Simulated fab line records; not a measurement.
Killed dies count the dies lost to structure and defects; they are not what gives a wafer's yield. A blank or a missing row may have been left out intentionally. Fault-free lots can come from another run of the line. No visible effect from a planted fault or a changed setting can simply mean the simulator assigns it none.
A struck lot beside a sound one	flow nand harc	18 out of 1159 route steps
Sound: wafers L471.3, L471.5, L471.6. Struck: wafers L476.1, L476.2, L476.3. The cause is named last.
At each step with rows: each side's tool, then ch and its chambers, then its first start. Under that, the readings that differ: sound wafers	struck wafers	difference of the means	sigmas: that difference in standard deviations of wafers without a fault.
alike: same words and numbers on both sides, and readings whose means sit less than 2 such deviations apart. not compared: any withheld reading, any reading some wafer has no value for, any bound like >300 that may hide the same value, and any number with overlapping values for which the record gives no deviation.
The two part at a step that has a row with sigmas, a row that says differs or no value, or rows on one side only. Numbers that don't overlap but have no deviation are shown without sigmas and don't part them. A reading missing from all wafers of one side parts the sides only when that side holds two or more wafers.

NHARC_P_GATE_CD_MEAS_46: the cd target is 720 nm.
  sound on cd sem-02 ch 0, day 6 22:09; struck on cd sem-03 ch 0, day 8 13:05
  alike: cd nm
then, 1 step without rows for these wafers: NHARC_P_GATE_HARDBAKE_47 (time 80 s).
NHARC_P_GATE_DESCUM_48: chemistry O2, time 3 s.
  sound on rie diel-04 ch 0,3, day 6 22:18; struck on rie diel-11 ch 0,1,3, day 8 13:15
  alike: chamber pressure mTorr, drypump motor current A, oes product au, rf vpp V, showerhead plenum p Torr, throttle valve pct
  not compared: rf hours counter h
next, for these wafers, 1 step has no rows: NHARC_P_GATE_IMPLANT_49.
NHARC_P_GATE_STRIP_111: strips in N2/H2, time 250 s.
  sound on plasma asher-02 ch 0,1, day 6 22:47; struck on plasma asher-01 ch 0,1, day 8 13:38
  alike: drypump motor current A, heater power w
  not compared: rf hours counter h
NHARC_P_GATE_STRIP_75: strips in O2.
  sound on plasma asher-02 ch 0,1, day 6 23:01; struck on plasma asher-01 ch 0,1, day 8 13:57
reading	sound	struck	difference	sigmas
heater power w (W)	385 362 378	324 328 325	-49	-2
  alike: drypump motor current A
  not compared: rf hours counter h
then, 6 steps without rows for these wafers: NHARC_P_GATE_STRIP_50 (strips in SPM, time 900 s); NHARC_P_GATE_DEHYDRATE_51 (time 120 s); NHARC_P_GATE_HMDS_52 (time 30 s); NHARC_P_GATE_COAT_53; NHARC_P_GATE_SOFTBAKE_54 (time 95 s); NHARC_P_GATE_EBR_55.
NHARC_P_GATE_EXPOSE_56: exposes mask P PSD, target cd 720 nm.
  sound on krf scanner-02 ch 0, day 6 23:39; struck on krf scanner-04 ch 0, day 8 14:44
reading	sound	struck	difference	sigmas
mask	P_PSD#0 P_PSD#0 P_PSD#0	P_HVN#0 P_HVN#0 P_HVN#0	differs	
then, 2 steps without rows for these wafers: NHARC_P_GATE_PEB_57 (peb time 85 s); NHARC_P_GATE_DEVELOP_58 (time 70 s).
NHARC_P_GATE_CD_MEAS_59: the cd target is 720 nm.
  sound on cd sem-01 ch 0, day 6 23:48; struck on cd sem-03 ch 0, day 8 14:53
reading	sound	struck	difference	sigmas
cd nm (nm)	719.0 717.8 717.2	- - -	no value on the struck wafers	
then, 1 step without rows for these wafers: NHARC_P_GATE_HARDBAKE_60 (time 80 s).
-- record jumps: 16 days between struck wafers' starts before vs after; left off in module P_GATE, resumes in module END, first step shown is number 1159 of the route --
NHARC_END_SORT_01:
  the record has rows for the struck wafers here (prober-01 ch 0, day 24 20:29) and none for the sound ones

WHERE THEY PART
Last at NHARC_END_SORT_01 as far as this record goes, first at NHARC_P_GATE_STRIP_75.

WHY: the cause the simulator had injected
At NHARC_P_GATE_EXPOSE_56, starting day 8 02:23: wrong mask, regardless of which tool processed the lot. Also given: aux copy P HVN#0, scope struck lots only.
